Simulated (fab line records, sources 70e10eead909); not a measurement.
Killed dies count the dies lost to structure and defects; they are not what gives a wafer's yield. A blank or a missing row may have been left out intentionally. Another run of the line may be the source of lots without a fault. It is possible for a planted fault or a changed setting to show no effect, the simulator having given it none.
A struck lot beside a sound one    flow nand_harc    25 steps out of a route of 1159
Sound: wafers L431.2, L431.4, L431.6. Wafers struck: L429.2, L429.4, L429.6. At the end, the cause is stated.
Order at every step that has rows: each side's tool, ch and its chambers, its first start. Under that, the readings that differ: sound wafers    struck wafers    difference of the means    sigmas: that difference in standard deviations of wafers without a fault.
alike: readings with means less than 2 such deviations apart, plus words and numbers identical on both sides. not compared: withheld readings, readings lacking a value on some wafer, bounds such as >300 that could conceal the same value, and numbers that have no deviation in the record and whose values overlap.
A row with sigmas, a row that says differs or no value, or rows on one side alone: a step with any of these is where the two part. Numbers that don't overlap but have no deviation are shown without sigmas and don't part them. Lack of a reading on every wafer of one side parts them only where that side has two or more wafers.

first, 5 steps without rows for these wafers: NHARC_P_GATE_STRIP_15 (strips in SPM, time 780 s); NHARC_P_GATE_PRECLEAN_71 (cleans in SC1); NHARC_P_GATE_SRD_72; NHARC_P_GATE_OXIDE_16 (material SiO2, target thk 3 nm, ox time 392 s); NHARC_P_GATE_CVD_17 (deposits poly-Si, target thk 150 nm, time 900 s).
NHARC_P_GATE_HM_DEP_102: deposits aC, target thk 120 nm.
  sound on acl_dep-03 ch 0, day 6 09:38; struck on acl_dep-01 ch 0, day 5 15:01
  alike: throttle_valve_pct
then, 6 steps without rows for these wafers: NHARC_P_GATE_DEP_103 (deposits SiON, target thk 30 nm); NHARC_P_GATE_DEHYDRATE_18 (time 120 s); NHARC_P_GATE_HMDS_19 (time 30 s); NHARC_P_GATE_COAT_20 (resist thk 90 nm); NHARC_P_GATE_SOFTBAKE_21 (time 55 s); NHARC_P_GATE_EBR_22.
NHARC_P_GATE_EXPOSE_23: exposes mask P GATE, target cd 120 nm.
  sound on arfi_scanner-03 ch 0, day 6 10:44; struck on arfi_scanner-03 ch 0, day 5 16:10
reading  sound                       struck                               difference  sigmas
mask     P_GATE#0 P_GATE#0 P_GATE#0  P_GATE_R1#0 P_GATE_R1#0 P_GATE_R1#0  differs     
then, 2 steps without rows for these wafers: NHARC_P_GATE_PEB_24 (peb time 65 s); NHARC_P_GATE_DEVELOP_25 (develop time 35 s).
NHARC_P_GATE_CD_MEAS_26 targets a cd of 120 nm.
  sound on cd_sem-03 ch 0, day 6 10:52; struck on cd_sem-02 ch 0, day 5 16:18
reading     sound              struck             difference  sigmas
cd_nm (nm)  120.6 120.9 120.5  105.0 104.4 104.5  -16.0       -28
NHARC_P_GATE_OVL_MEAS_27:
  sound: overlay-01 at day 6 10:58; struck: overlay-01 at day 5 16:23
reading            sound        struck          difference  sigmas
overlay_y_nm (nm)  1.3 0.5 1.6  -1.6 -0.7 -0.6  -2.1        -3
  alike: overlay_x_nm
NHARC_P_GATE_INSPECT_28:
  sound: defect_inspect-02 at day 6 11:00; struck: defect_inspect-02 at day 5 16:25
  alike: raw_defect_count
NHARC_P_GATE_DESCUM_31: chemistry O2, time 3 s.
  sound on rie_diel-01 ch 1,2,3, day 6 11:05; struck on rie_diel-02 ch 1,3, day 5 16:32
reading                  sound              struck             difference  sigmas
model.P_GATE.cd_nm (nm)  120.3 121.2 120.4  105.2 104.4 104.7  -15.9       
  alike: drypump_motor_current_A, oes_product_au, rf_vpp_V, showerhead_plenum_p_Torr, throttle_valve_pct
  not compared: rf_hours_counter_h
NHARC_P_GATE_ETCH_104: etches the open film in CF4/CHF3, target depth 60 nm.
  sound on rie_diel-01 ch 0,1,3, day 6 11:16; struck on rie_diel-02 ch 1,2, day 5 16:37
  alike: drypump_motor_current_A, oes_product_au, rf_vpp_V, showerhead_plenum_p_Torr, throttle_valve_pct
NHARC_P_GATE_HM_OPEN_105: chemistry O2/COS, target depth 360 nm.
  sound: rie_diel-01 ch 0,1,2; struck: rie_diel-02 ch 1,2,3
  alike: drypump_motor_current_A, oes_product_au, rf_vpp_V, showerhead_plenum_p_Torr, throttle_valve_pct
  not compared: rf_hours_counter_h
then, 1 step without rows for these wafers: NHARC_P_GATE_STRIP_106 (strips in O2/COS).
NHARC_P_GATE_ETCH_114: etches the open film in CF4/O2, target depth 30 nm, overetch 3 nm, time 16.5 s.
  sound: rie_diel-01 ch 0,1,3; struck: rie_diel-02 ch 1,3
  alike: drypump_motor_current_A, oes_ar_750_au, oes_f_703_au, oes_o_777_au, oes_product_au, rf_vpp_V, showerhead_plenum_p_Torr, throttle_valve_pct
  not compared: rf_hours_counter_h
NHARC_P_GATE_ETCH_32: etches the open film in HBr/Cl2, target depth 150 nm, time 100.1 s.
  sound on rie_si-04 ch 0,1,2, day 6 11:46; struck on rie_si-04 ch 2,3, day 5 17:11
reading                  sound              struck           difference  sigmas
model.P_GATE.cd_nm (nm)  119.4 122.5 121.3  103.9 106 103.5  -16.6       
  alike: drypump_motor_current_A, he_backside_leak_sccm, oes_product_au, throttle_valve_pct
  not compared: rf_hours_counter_h
NHARC_P_GATE_STRIP_108: strips in O2.
  sound on rie_diel-02 ch 1,2,3, day 6 11:55; struck on rie_diel-02 ch 1,2,3, day 5 17:22
  alike: drypump_motor_current_A, oes_product_au, rf_vpp_V, showerhead_plenum_p_Torr, throttle_valve_pct
  not compared: rf_hours_counter_h

== WHERE THEY PART ==
At NHARC_P_GATE_EXPOSE_23 first; at NHARC_P_GATE_OVL_MEAS_27 last (within this record only). Later steps at which nothing parts them and some readings are alike: NHARC_P_GATE_INSPECT_28, NHARC_P_GATE_DESCUM_31, NHARC_P_GATE_ETCH_104, NHARC_P_GATE_HM_OPEN_105, NHARC_P_GATE_ETCH_114, NHARC_P_GATE_ETCH_32, NHARC_P_GATE_STRIP_108.

WHY: what had been put in by the simulator
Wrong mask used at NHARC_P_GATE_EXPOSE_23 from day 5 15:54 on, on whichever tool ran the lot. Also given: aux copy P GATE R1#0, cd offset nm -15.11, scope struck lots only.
